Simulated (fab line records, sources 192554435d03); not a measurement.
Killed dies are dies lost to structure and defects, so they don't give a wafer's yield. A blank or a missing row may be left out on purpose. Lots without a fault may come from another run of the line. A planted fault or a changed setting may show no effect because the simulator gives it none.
Chamber matching | flow n5_finfet | N5_DUMMY_REMOVAL_HM_STRIP_01 on rie_diel-02: 4 sister chambers
The step strips SiNx in CH3F/O2, stops on poly-Si, target depth 4 nm, time 6.8 s. 4 wafers are shown with their chamber, then 9 later ones without.

WAFERS WITH THEIR CHAMBER
wafer  | chamber | drypump_motor_current_A (A)
L084.5 | 2       | 5.8
L087.1 | 0       | 4.8
L087.2 | 3       | 5.7
L087.5 | 1       | 6.0

WAFERS WITHOUT THEIR CHAMBER
wafer  | drypump_motor_current_A (A)
L091.2 | 6.0
L091.5 | 6.0
L091.6 | 4.8
L092.1 | 6.0
L092.2 | 4.7
L092.5 | 4.7
L095.1 | 6.0
L095.4 | 5.7
L095.6 | 6.0

WHICH CHAMBER EACH WENT THROUGH
wafer  | from the rows above | in truth
L091.2 | 1                   | 1
L091.5 | 1                   | 1
L091.6 | 0                   | 0
L092.1 | 1                   | 1
L092.2 | 0                   | 0
L092.5 | 0                   | 0
L095.1 | 1                   | 1
L095.4 | 3                   | 3
L095.6 | 1                   | 1
Placed correctly: 9 of 9. Can't be placed from these rows: 0. Placed wrongly: 0.
How it was worked out, from the rows above alone: a wafer's distance from a chamber is the root of the sum, over the readings, of the square of ((its reading less the chamber's mean) divided by the reading's scatter). The wafer belongs to the nearest chamber; if the next one is less than 2 further off, it can't be placed. A chamber's mean is the mean of its shown wafers. The scatter: with one shown wafer a chamber, the root of the mean of the squares of how far each hidden wafer lies from its nearest shown one.
